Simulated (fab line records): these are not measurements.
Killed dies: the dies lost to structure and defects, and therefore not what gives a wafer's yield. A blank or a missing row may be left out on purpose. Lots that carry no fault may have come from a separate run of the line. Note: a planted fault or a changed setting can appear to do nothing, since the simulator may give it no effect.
fab line records	flow nand_harc
record lots=24	wafers=72	last_day=25
route steps=1159 shown P_CONTACT@248 P_M0@278 P_BONDPAD@367
lots untouched by any fault: they come from a run of this same line in which no faults occurred
start_h: hours from the record's opening day to when the first of the lot's shown wafers began	wait_h: time in hours since the lot's previous step	" identical to the entry in the row above	L1.1+2: a single row standing in for several wafers	- either no value or no given start	* or withheld: withheld	< > ~ a bound
route shown NAME@n: names a module that has steps shown in the file, with the first one's number in the route	usual: the fault-free wafers' mean and standard deviation	same: alike in all rows	chamber/n: place in a boat	sites: per-site readings	_std_site: standard deviation across them	_edge_site: the outer-site mean with the inner-site mean subtracted	radius_mm: for every site, how far away it sits from the centre of the wafer	mask NAME#n: copy n	behind: the most recent tool/chamber to have shaped the wafer	hold: what put the lot on hold/how long, in hours/how the hold closed	device: whichever transistor did not switch (one of n, p or np)	end of line: tests run on the same wafers once the route is complete	a step with no rows: only its recipe	killed: not the wafer's yield, but the dies lost to structure and defects at the first sort	map: per-die view of a wafer (x killed, . not killed, _ where there is no die)
set.NAME: the run value of the setting; set.NAME@STEP: its run value at that earlier step	model.NAME: the simulator's own value behind a step, which no gauge read
steps of the route over a sample of lots; a table a step, a row a wafer
services: the hour from which a tool's chamber was out of use, counted from the record's first day as start_h (under 0 if before that day), plus the number of hours and why
## steps
# step NHARC_P_CONTACT_CVD_23
# recipe target_thk_a=2000	temp_c=300	pressure_torr=40	wf6_flow_sccm=40	h2_flow_sccm=1600	ar_flow_sccm=1560	time_s=557	material=W
# usual heater_power_w=503/55	mfc_h2_sccm=1599/4.6	throttle_valve_pct=7.83/0.17
lot.wafer	tool	chamber	start_h	wait_h	heater_power_w	mfc_h2_sccm	throttle_valve_pct
L075.3	cvd_w-02	1	-	-	442	1594	7.76
L075.5	"	1	"	"	425	1593	7.66
L075.6	"	0	"	"	464	1602	7.87
L074.4	cvd_w-02	0	-	-	470	1600	7.70
L074.5	"	0	"	"	468	1598	7.83
L074.6	"	1	"	"	438	1603	7.39
L077.1	cvd_w-02	1	-	-	447	1596	7.63
L077.3	"	0	"	"	480	1596	7.87
L077.5	"	0	"	"	490	1593	8.12
L076.1	cvd_w-02	1	-	-	441	1601	7.43
L076.4	"	0	"	"	466	1597	8.00
L076.6	"	1	"	"	434	1601	7.67
L078.2	cvd_w-01	1	-	-	521	1587	7.91
L078.5	"	1	"	"	524	1596	7.67
L078.6	"	0	"	"	568	1594	8.00
L079.2	cvd_w-01	0	-	-	586	1599	7.81
L079.1	"	1	"	"	529	1596	7.92
L079.6	"	0	"	"	568	1598	7.88
L080.2	cvd_w-02	0	-	-	476	1598	7.80
L080.1	"	1	"	"	430	1601	7.79
L080.3	"	1	"	"	435	1601	7.96
L081.4	cvd_w-02	0	-	-	469	1601	8.06
L081.3	"	1	"	"	428	1593	7.61
L081.6	"	1	"	"	437	1587	8.12
L082.1	cvd_w-01	0	-	-	561	1596	8.16
L082.4	"	0	"	"	562	1595	7.60
L082.5	"	0	"	"	589	1596	8.05
L084.1	cvd_w-02	0	-	-	483	1604	7.83
L084.4	"	0	"	"	469	1602	7.85
L084.5	"	0	"	"	474	1593	7.67
L083.2	cvd_w-02	1	-	-	438	1604	7.77
L083.4	"	1	"	"	433	1604	7.60
L083.5	"	0	"	"	468	1599	7.87
L087.4	cvd_w-02	1	-	-	431	1604	7.95
L087.5	"	1	"	"	437	1598	7.76
L087.6	"	1	"	"	440	1599	7.87
L088.4	cvd_w-01	0	-	-	573	1601	7.90
L088.6	"	0	"	"	573	1602	7.90
L088.5	"	1	"	"	541	1603	8.04
L086.2	cvd_w-01	1	-	-	512	1603	7.95
L086.1	"	0	"	"	576	1604	7.56
L086.3	"	0	"	"	577	1603	7.73
L085.4	cvd_w-01	0	-	-	562	1603	7.77
L085.6	"	1	"	"	527	1595	7.78
L085.5	"	0	"	"	577	1605	7.87
L089.1	cvd_w-01	0	-	-	584	1606	7.66
L089.3	"	0	"	"	587	1596	7.50
L089.6	"	1	"	"	531	1593	8.00
L090.2	cvd_w-01	0	-	-	590	1600	7.86
L090.4	"	1	"	"	525	1601	8.10
L090.5	"	1	"	"	529	1598	7.84
L091.2	cvd_w-02	0	-	-	466	1595	7.63
L091.4	"	1	"	"	427	1603	7.74
L091.6	"	1	"	"	431	1597	7.76
L093.1	cvd_w-01	0	-	-	585	1603	8.07
L093.2	"	1	"	"	533	1600	8.05
L093.3	"	0	"	"	574	1602	7.56
L092.2	cvd_w-02	0	-	-	473	1603	7.75
L092.3	"	0	"	"	464	1601	7.88
L092.6	"	1	"	"	422	1602	7.81
L094.1	cvd_w-01	1	-	-	524	1601	7.74
L094.4	"	0	"	"	592	1597	7.73
L094.6	"	1	"	"	526	1600	8.19
L095.2	cvd_w-02	0	-	-	472	1609	7.93
L095.4	"	0	"	"	476	1610	7.98
L095.6	"	0	"	"	466	1604	7.87
L096.2	cvd_w-01	1	-	-	526	1606	8.19
L096.3	"	1	"	"	543	1603	7.93
L096.5	"	0	"	"	577	1598	7.75
L097.2	cvd_w-01	1	-	-	533	1587	7.65
L097.1	"	0	"	"	587	1597	7.78
L097.6	"	1	"	"	545	1594	7.89
# step NHARC_P_CONTACT_INSPECT_27
# usual raw_defect_count=291/120
lot.wafer	tool	chamber	start_h	wait_h	raw_defect_count
L075.3	defect_inspect-02	-	124.73	0.1	246
L075.5	"	-	"	"	117
L075.6	"	-	"	"	157
L074.4	defect_inspect-02	-	125.25	0.1	188
L074.5	"	-	"	"	220
L074.6	"	-	"	"	200
L077.1	defect_inspect-02	-	134.56	0.1	208
L077.3	"	-	"	"	245
L077.5	"	-	"	"	267
L076.1	defect_inspect-01	-	135.10	0.1	373
L076.4	"	-	"	"	287
L076.6	"	-	"	"	263
L078.2	defect_inspect-02	-	135.38	0.1	296
L078.5	"	-	"	"	113
L078.6	"	-	"	"	209
L079.1	defect_inspect-02	-	146.03	0.1	290
L079.2	"	-	"	"	205
L079.6	"	-	"	"	347
L080.1	defect_inspect-01	-	153.88	0.1	444
L080.2	"	-	"	"	422
L080.3	"	-	"	"	371
L081.3	defect_inspect-01	-	154.40	0.1	105
L081.4	"	-	"	"	125
L081.6	"	-	"	"	275
L082.1	defect_inspect-02	-	166.28	0.1	201
L082.4	"	-	"	"	225
L082.5	"	-	"	"	295
L084.1	defect_inspect-01	-	172.70	0.1	413
L084.4	"	-	"	"	800
L084.5	"	-	"	"	457
L083.2	defect_inspect-01	-	183.30	0.1	205
L083.4	"	-	"	"	274
L083.5	"	-	"	"	340
L088.4	defect_inspect-02	-	193.72	0.1	373
L088.5	"	-	"	"	603
L088.6	"	-	"	"	284
L087.4	defect_inspect-01	-	193.83	0.1	135
L087.5	"	-	"	"	234
L087.6	"	-	"	"	186
L086.1	defect_inspect-02	-	194.27	0.1	244
L086.2	"	-	"	"	158
L086.3	"	-	"	"	205
L085.4	defect_inspect-02	-	194.99	0.1	343
L085.5	"	-	"	"	340
L085.6	"	-	"	"	263
L089.1	defect_inspect-01	-	216.63	0.1	324
L089.3	"	-	"	"	417
L089.6	"	-	"	"	570
L090.2	defect_inspect-02	-	217.17	0.1	297
L090.4	"	-	"	"	294
L090.5	"	-	"	"	282
L091.2	defect_inspect-02	-	217.82	0.1	229
L091.4	"	-	"	"	452
L091.6	"	-	"	"	392
L093.1	defect_inspect-01	-	224.66	0.1	253
L093.2	"	-	"	"	300
L093.3	"	-	"	"	115
L092.2	defect_inspect-02	-	225.45	0.1	203
L092.3	"	-	"	"	180
L092.6	"	-	"	"	305
L094.1	defect_inspect-01	-	232.48	0.1	422
L094.4	"	-	"	"	498
L094.6	"	-	"	"	225
L095.2	defect_inspect-01	-	237.81	0.1	336
L095.4	"	-	"	"	363
L095.6	"	-	"	"	135
L096.2	defect_inspect-01	-	247.81	0.1	129
L096.3	"	-	"	"	195
L096.5	"	-	"	"	137
L097.1	defect_inspect-02	-	251.86	0.1	290
L097.2	"	-	"	"	264
L097.6	"	-	"	"	147
# step NHARC_P_M0_CMP_23
# recipe t_overpolish_s=20	target_thk_nm=117.53
# usual motor_current_A=12.0/1.2	time_to_endpoint_s=27.9/2.1
lot.wafer	tool	chamber	start_h	wait_h	motor_current_A	time_to_endpoint_s
L075.3	cmp-04	0	127.90	-	11.6	29.4
L075.5	"	3	"	"	12.9	26.0
L075.6	"	0	"	"	11.7	27.9
L074.4	cmp-02	3	128.50	-	12.2	27.8
L074.6	"	0	"	"	13.8	25.0
L074.5	"	1	"	"	14.6	24.4
L077.3	cmp-02	0	137.74	-	13.4	25.3
L077.1	"	1	"	"	14.3	25.1
L077.5	"	2	"	"	12.8	25.9
L076.1	cmp-04	2	138.18	-	11.1	27.0
L076.4	"	0	"	"	11.5	26.0
L076.6	"	2	"	"	11.6	29.0
L078.2	cmp-04	2	138.60	-	11.4	27.7
L078.5	"	0	"	"	11.5	26.5
L078.6	"	1	"	"	11.1	27.7
L079.1	cmp-04	1	149.18	-	11.0	25.5
L079.2	"	2	"	"	10.8	29.3
L079.6	"	1	"	"	10.7	24.2
L080.2	cmp-02	0	156.94	-	13.7	22.7
L080.1	"	2	"	"	13.0	25.9
L080.3	"	3	"	"	12.0	25.5
L081.3	cmp-02	3	157.59	-	11.6	28.1
L081.4	"	0	"	"	14.0	25.9
L081.6	"	2	"	"	12.5	27.2
L082.1	cmp-04	1	169.40	-	10.9	27.9
L082.4	"	2	"	"	11.3	29.1
L082.5	"	0	"	"	11.4	28.7
L084.1	cmp-02	0	175.85	-	12.7	28.8
L084.4	"	1	"	"	14.8	26.9
L084.5	"	3	"	"	11.8	30.0
L083.2	cmp-01	3	186.65	-	11.5	24.3
L083.4	"	1	"	"	13.6	26.1
L083.5	"	3	"	"	10.8	25.2
L088.4	cmp-04	3	196.88	-	14.1	28.5
L088.5	"	2	"	"	11.2	28.7
L088.6	"	3	"	"	13.6	25.5
L087.4	cmp-01	3	196.95	-	11.5	25.3
L087.5	"	3	"	"	11.3	28.1
L087.6	"	0	"	"	10.4	32.6
L086.2	cmp-02	3	197.29	-	12.6	30.5
L086.3	"	0	"	"	13.2	29.2
L086.1	"	1	"	"	15.1	31.4
L085.4	cmp-01	0	198.10	-	10.3	30.1
L085.6	"	2	"	"	11.6	27.5
L085.5	"	3	"	"	10.6	28.2
L089.1	cmp-04	0	219.82	-	11.5	28.0
L089.3	"	1	"	"	10.8	28.0
L089.6	"	0	"	"	11.5	28.5
L090.4	cmp-04	3	220.50	-	13.5	29.6
L090.2	"	0	"	"	10.8	32.1
L090.5	"	2	"	"	11.1	29.2
L091.2	cmp-02	2	221.06	-	12.6	26.9
L091.4	"	1	"	"	14.1	28.7
L091.6	"	2	"	"	13.2	29.2
L093.3	cmp-04	0	227.70	-	11.4	28.7
L093.1	"	1	"	"	11.0	28.9
L093.2	"	3	"	"	13.1	28.4
L092.3	cmp-04	2	228.62	-	11.0	29.5
L092.2	"	1	"	"	11.4	30.0
L092.6	"	2	"	"	11.3	28.6
L094.1	cmp-01	2	235.86	-	10.8	29.2
L094.4	"	1	"	"	13.6	26.7
L094.6	"	2	"	"	11.2	25.7
L095.2	cmp-01	3	241.10	-	11.5	28.9
L095.4	"	0	"	"	9.8	28.3
L095.6	"	3	"	"	11.6	28.8
L096.2	cmp-01	0	251.08	-	10.0	28.3
L096.3	"	1	"	"	13.5	31.3
L096.5	"	2	"	"	11.6	31.6
L097.1	cmp-01	0	255.08	-	10.6	34.3
L097.2	"	1	"	"	13.6	29.8
L097.6	"	2	"	"	11.5	29.6
# step NHARC_P_BONDPAD_DESCUM_11
# recipe time_s=3	o2_flow_sccm=200	ar_flow_sccm=0	bias_power_w=0	chemistry=O2
# usual drypump_motor_current_A=5.7/0.38	oes_product_au=1.005/0.0072	rf_vpp_V=58.0/0.88	showerhead_plenum_p_Torr=1.94/0.082	throttle_valve_pct=11.311/0.0086
# same bias_power_w=0
lot.wafer	tool	chamber	start_h	wait_h	drypump_motor_current_A	oes_product_au	rf_hours_counter_h	rf_vpp_V	showerhead_plenum_p_Torr	throttle_valve_pct
L075.3	rie_diel-09	2	138.71	-	5.7	0.997	5	57.4	1.91	11.292
L075.5	"	2	"	"	5.7	1.005	-	57.8	1.91	11.310
L075.6	"	3	"	"	6.2	1.011	-	58.3	2.07	11.294
L074.4	rie_diel-09	2	140.30	-	5.7	0.986	5	57.5	1.91	11.302
L074.6	"	0	"	"	5.7	1.014	-	58.5	1.82	11.300
L074.5	"	1	"	"	5.0	1.024	-	58.7	2.00	11.305
L077.3	rie_diel-09	0	149.39	-	5.7	1.007	6	57.8	1.82	11.312
L077.1	"	1	"	"	5.0	1.011	6	56.6	2.00	11.296
L077.5	"	3	"	"	6.2	1.006	-	59.3	2.07	11.315
L078.2	rie_diel-05	2	149.56	-	5.4	0.999	56	58.2	1.90	11.314
L078.5	"	0	"	"	6.2	1.004	-	57.1	1.94	11.304
L078.6	"	1	"	"	6.0	0.998	-	59.5	2.00	11.311
L076.4	rie_diel-09	1	149.73	-	5.0	1.020	6	57.3	2.00	11.312
L076.1	"	0	"	"	5.7	1.010	6	58.0	1.82	11.314
L076.6	"	1	"	"	5.0	1.019	-	59.4	2.00	11.312
L079.2	rie_diel-11	2	160.20	-	6.0	1.005	39	58.6	2.06	11.306
L079.1	"	1	"	"	5.5	1.012	45	58.4	1.97	11.308
L079.6	"	3	"	"	5.9	0.994	-	59.7	1.98	11.310
L080.1	rie_diel-09	0	167.93	-	5.7	0.996	7	58.6	1.82	11.301
L080.3	"	1	"	"	5.0	1.006	7	58.8	2.00	11.315
L080.2	"	3	"	"	6.3	1.003	6	58.2	2.07	11.303
L081.4	rie_diel-11	2	168.40	-	6.1	1.006	44	57.4	2.06	11.312
L081.3	"	0	"	"	5.3	1.006	49	58.4	1.92	11.308
L081.6	"	2	"	"	6.1	1.015	-	60.0	2.06	11.311
L082.1	rie_diel-09	2	180.05	-	5.7	0.993	9	56.4	1.91	11.306
L082.5	"	3	"	"	6.2	1.013	-	58.9	2.07	11.303
L082.4	"	0	"	"	5.7	1.003	-	57.4	1.82	11.312
L084.1	rie_diel-11	3	186.81	-	5.9	0.996	59	57.8	1.97	11.320
L084.4	"	0	"	"	5.3	1.006	58	58.8	1.92	11.328
L084.5	"	0	"	"	5.3	0.998	-	56.9	1.92	11.297
L083.2	rie_diel-05	2	197.58	-	5.4	1.014	10	57.7	1.90	11.327
L083.4	"	1	"	"	6.0	1.003	9	57.5	2.00	11.303
L083.5	"	3	"	"	5.9	0.999	-	58.0	1.82	11.311
L088.4	rie_diel-09	3	207.94	-	6.3	1.007	11	57.8	2.07	11.318
L088.5	"	1	"	"	5.0	1.003	-	57.7	2.00	11.315
L088.6	"	2	"	"	5.7	0.996	-	58.9	1.91	11.311
L087.4	rie_diel-09	3	208.70	-	6.2	1.013	11	58.4	2.07	11.306
L087.5	"	0	"	"	5.7	1.013	-	57.0	1.82	11.315
L087.6	"	1	"	"	5.0	1.011	-	57.0	2.00	11.327
L086.2	rie_diel-09	0	208.82	-	5.7	1.009	12	58.3	1.82	11.308
L086.1	"	1	"	"	5.0	1.008	9	59.0	2.00	11.323
L086.3	"	3	"	"	6.2	1.004	11	57.9	2.07	11.311
L085.4	rie_diel-05	2	209.07	-	5.4	1.014	15	56.7	1.90	11.311
L085.6	"	0	"	"	6.1	1.006	-	58.6	1.93	11.325
L085.5	"	1	"	"	6.0	0.996	-	58.2	2.00	11.312
L089.3	rie_diel-09	2	231.28	-	5.7	1.005	15	56.4	1.91	11.302
L089.1	"	0	"	"	5.7	1.002	15	56.7	1.82	11.294
L089.6	"	1	"	"	5.0	1.003	-	57.7	2.00	11.306
L091.2	rie_diel-09	0	231.98	-	5.7	1.003	16	57.6	1.82	11.312
L091.4	"	1	"	"	5.0	1.009	13	58.7	2.00	11.316
L091.6	"	3	"	"	6.2	1.010	-	57.3	2.06	11.329
L090.4	rie_diel-05	2	232.44	-	5.4	1.016	23	58.3	1.90	11.300
L090.2	"	1	"	"	6.0	1.017	23	60.8	1.99	11.319
L090.5	"	2	"	"	5.4	1.016	-	58.2	1.90	11.310
L093.3	rie_diel-11	0	240.08	-	5.3	1.017	14	56.9	1.91	11.309
L093.1	"	1	"	"	5.6	1.005	13	58.4	1.96	11.313
L093.2	"	2	"	"	6.1	1.005	14	57.2	2.05	11.306
L092.3	rie_diel-11	3	240.24	-	5.9	1.004	16	57.3	1.97	11.314
L092.2	"	0	"	"	5.3	1.010	14	58.4	1.91	11.315
L092.6	"	3	"	"	5.9	0.996	-	56.4	1.97	11.306
L094.1	rie_diel-09	2	247.27	-	5.7	1.009	17	57.9	1.91	11.290
L094.4	"	3	"	"	6.2	1.005	16	58.9	2.06	11.311
L094.6	"	1	"	"	5.0	0.998	-	58.6	2.00	11.308
L095.4	rie_diel-09	0	252.05	-	5.7	1.004	18	57.5	1.82	11.327
L095.2	"	1	"	"	5.0	1.001	15	58.1	2.00	11.297
L095.6	"	0	"	"	5.7	0.996	-	57.3	1.82	11.307
L096.3	rie_diel-05	0	261.92	-	6.1	1.011	32	57.3	1.93	11.306
L096.2	"	1	"	"	6.0	1.011	36	56.7	1.99	11.316
L096.5	"	3	"	"	6.0	1.001	-	56.5	1.81	11.299
L097.1	rie_diel-05	1	265.98	-	6.0	1.002	38	57.6	1.99	11.318
L097.2	"	3	"	"	5.9	1.004	35	56.8	1.81	11.320
L097.6	"	1	"	"	6.0	1.002	-	59.6	1.99	11.314
# step NHARC_P_BONDPAD_PVD_17
# recipe target_thk_a=50	bias_v=168.6	power_w=15000	chamber_pressure_pa=0.12	time_s=8.06	substrate_temp_c=50	material=TaN
# usual cathode_dc_power_W=15000/2.6	throttle_valve_pct=29.6/0.89
lot.wafer	tool	chamber	start_h	wait_h	cathode_dc_power_W	throttle_valve_pct
L075.3	pvd_sputter-03	-	-	-	14999	29.3
L075.5	"	-	"	"	15000	29.3
L075.6	"	-	"	"	15000	31.4
L074.4	pvd_sputter-03	-	-	-	14997	31.5
L074.6	"	-	"	"	15000	28.2
L074.5	"	-	"	"	15002	29.8
L077.3	pvd_sputter-02	-	-	-	15003	30.1
L077.1	"	-	"	"	14999	30.4
L077.5	"	-	"	"	15000	29.8
L078.2	pvd_sputter-01	-	-	-	15001	30.1
L078.6	"	-	"	"	14995	29.3
L078.5	"	-	"	"	15002	28.3
L076.4	pvd_sputter-02	-	-	-	14999	28.2
L076.1	"	-	"	"	14997	29.6
L076.6	"	-	"	"	14999	28.1
L079.2	pvd_sputter-03	-	-	-	14999	29.7
L079.1	"	-	"	"	14999	31.1
L079.6	"	-	"	"	15002	29.7
L080.1	pvd_sputter-03	-	-	-	14998	29.3
L080.3	"	-	"	"	15000	31.1
L080.2	"	-	"	"	15001	28.4
L081.4	pvd_sputter-02	-	-	-	15002	30.6
L081.3	"	-	"	"	15000	29.7
L081.6	"	-	"	"	14996	30.6
L082.4	pvd_sputter-01	-	-	-	14996	29.0
L082.1	"	-	"	"	15002	29.8
L082.5	"	-	"	"	15002	29.2
L084.4	pvd_sputter-01	-	-	-	15001	29.4
L084.1	"	-	"	"	14997	29.0
L084.5	"	-	"	"	15005	30.1
L083.4	pvd_sputter-02	-	-	-	15000	29.8
L083.2	"	-	"	"	15005	30.4
L083.5	"	-	"	"	14999	29.4
L088.4	pvd_sputter-02	-	-	-	14996	29.8
L088.6	"	-	"	"	14998	29.8
L088.5	"	-	"	"	14999	29.7
L087.4	pvd_sputter-03	-	-	-	15001	28.3
L087.6	"	-	"	"	15001	28.3
L087.5	"	-	"	"	15001	29.8
L086.2	pvd_sputter-02	-	-	-	15000	29.6
L086.1	"	-	"	"	15004	29.5
L086.3	"	-	"	"	15005	30.5
L085.4	pvd_sputter-02	-	-	-	14996	30.3
L085.6	"	-	"	"	14997	30.0
L085.5	"	-	"	"	15003	29.5
L089.1	pvd_sputter-02	-	-	-	15002	30.0
L089.3	"	-	"	"	15001	31.0
L089.6	"	-	"	"	14999	30.5
L091.2	pvd_sputter-01	-	-	-	14999	29.7
L091.4	"	-	"	"	14999	29.9
L091.6	"	-	"	"	15001	30.0
L090.2	pvd_sputter-03	-	-	-	15001	29.5
L090.4	"	-	"	"	15001	28.5
L090.5	"	-	"	"	15007	29.5
L093.2	pvd_sputter-01	-	-	-	15004	30.2
L093.1	"	-	"	"	15001	29.2
L093.3	"	-	"	"	15003	29.8
L092.3	pvd_sputter-03	-	-	-	15001	29.5
L092.2	"	-	"	"	15002	31.5
L092.6	"	-	"	"	14998	28.2
L094.4	pvd_sputter-03	-	-	-	15001	29.8
L094.1	"	-	"	"	15002	31.1
L094.6	"	-	"	"	15000	29.3
L095.2	pvd_sputter-03	-	-	-	14997	29.3
L095.4	"	-	"	"	14997	29.5
L095.6	"	-	"	"	15002	29.4
L096.2	pvd_sputter-03	-	-	-	14998	28.3
L096.3	"	-	"	"	15002	29.8
L096.5	"	-	"	"	14998	28.3
L097.2	pvd_sputter-03	-	-	-	15000	29.8
L097.1	"	-	"	"	14995	29.2
L097.6	"	-	"	"	15001	28.5
# step NHARC_P_BONDPAD_CMP_19
# recipe t_overpolish_s=30	cu_recess_touch_s=16	target_thk_nm=160.81
# usual motor_current_A=12.6/1.2	overpolish_run_s=29.999/0.0086
lot.wafer	tool	chamber	start_h	wait_h	motor_current_A	overpolish_run_s
L075.3	cmp-04	0	140.80	-	12.1	29.994
L075.5	"	3	"	"	13.8	29.996
L075.6	"	0	"	"	12.0	30.008
L074.4	cmp-02	3	142.37	-	11.8	29.985
L074.5	"	3	"	"	11.8	30.001
L074.6	"	0	"	"	13.6	29.986
L077.3	cmp-03	1	151.51	-	13.0	30.010
L077.1	"	3	"	"	14.8	30.004
L077.5	"	1	"	"	12.9	30.003
L078.2	cmp-04	2	151.83	-	11.3	29.982
L078.5	"	1	"	"	11.0	29.992
L078.6	"	2	"	"	11.5	30.003
L076.4	cmp-04	1	152.15	-	10.8	30.011
L076.1	"	3	"	"	12.8	29.997
L076.6	"	1	"	"	10.8	30.002
L079.2	cmp-04	3	162.34	-	13.6	30.005
L079.1	"	0	"	"	11.6	29.989
L079.6	"	1	"	"	10.9	29.991
L080.1	cmp-03	0	169.98	-	12.7	29.985
L080.3	"	1	"	"	13.1	30.004
L080.2	"	3	"	"	14.4	29.995
L081.3	cmp-02	0	170.98	-	13.1	30.001
L081.4	"	2	"	"	12.9	29.999
L081.6	"	0	"	"	13.5	29.990
L082.4	cmp-03	0	182.43	-	12.9	30.011
L082.1	"	1	"	"	13.1	29.993
L082.5	"	0	"	"	12.8	30.018
L084.1	cmp-03	3	188.91	-	14.0	29.992
L084.4	"	0	"	"	12.9	30.012
L084.5	"	1	"	"	13.2	30.001
L083.2	cmp-02	3	199.67	-	12.1	30.006
L083.4	"	0	"	"	14.0	30.010
L083.5	"	2	"	"	13.2	29.996
L088.4	cmp-03	2	210.48	-	11.8	30.012
L088.5	"	3	"	"	14.2	29.995
L088.6	"	0	"	"	13.6	29.999
L087.4	cmp-04	3	210.97	-	13.1	29.997
L087.6	"	0	"	"	12.1	29.995
L087.5	"	1	"	"	11.1	30.002
L086.2	cmp-02	3	210.97	-	11.8	30.001
L086.3	"	0	"	"	14.2	29.992
L086.1	"	1	"	"	15.0	29.996
L085.4	cmp-02	1	211.26	-	14.6	29.992
L085.6	"	3	"	"	11.2	29.986
L085.5	"	0	"	"	13.9	29.997
L089.3	cmp-02	2	233.32	-	12.8	30.008
L089.1	"	3	"	"	12.4	29.994
L089.6	"	3	"	"	11.8	29.982
L091.4	cmp-04	1	234.17	-	11.5	29.988
L091.2	"	2	"	"	10.7	30.002
L091.6	"	3	"	"	13.2	30.007
L090.2	cmp-02	0	234.63	-	13.7	29.996
L090.4	"	2	"	"	12.7	29.992
L090.5	"	3	"	"	11.9	29.996
L093.3	cmp-03	0	242.18	-	12.6	30.002
L093.1	"	1	"	"	12.9	29.986
L093.2	"	2	"	"	11.8	29.994
L092.3	cmp-04	2	242.45	-	11.0	29.991
L092.2	"	0	"	"	12.0	29.987
L092.6	"	1	"	"	10.7	30.004
L094.1	cmp-03	3	249.30	-	14.1	30.005
L094.4	"	1	"	"	13.4	29.999
L094.6	"	3	"	"	14.9	29.993
L095.2	cmp-04	2	254.25	-	12.0	29.996
L095.4	"	0	"	"	11.9	30.010
L095.6	"	2	"	"	10.8	29.999
L096.3	cmp-04	3	264.03	-	13.3	30.002
L096.2	"	0	"	"	11.7	29.999
L096.5	"	3	"	"	13.3	30.012
L097.1	cmp-03	1	268.08	-	13.1	29.995
L097.2	"	2	"	"	11.6	30.000
L097.6	"	1	"	"	13.1	29.989
## services
tool	chamber	start_h	hours	kind
pvd_sputter-03	-	102.02	10.0	pm
rie_diel-09	1	102.47	2.5	repair
cmp-04	-	105.95	4.0	pm
cmp-03	-	108.64	3.6	repair
cmp-04	-	111.36	1.5	repair
cvd_w-01	-	113.33	13.0	pm
rie_diel-09	3	116.09	2.9	repair
cmp-02	-	146.17	4.0	pm
pvd_sputter-03	-	149.10	1.8	repair
cmp-03	-	156.00	4.0	pm
pvd_sputter-03	-	157.13	3.6	repair
rie_diel-09	-	161.76	0.5	repair
cmp-02	-	164.86	2.7	repair
rie_diel-09	1	170.71	15.8	repair
cvd_w-02	0	190.97	8.0	repair
cvd_w-02	-	196.58	13.0	pm
cmp-04	-	203.95	4.0	pm
pvd_sputter-03	-	221.23	11.6	repair
cvd_w-02	1	234.69	24.7	repair
cmp-02	-	237.00	2.1	repair
cmp-02	-	244.17	4.0	pm
rie_diel-09	-	254.10	9.0	pm
cvd_w-01	0	262.41	3.7	repair
cvd_w-02	0	264.71	11.1	repair
## key
fault none
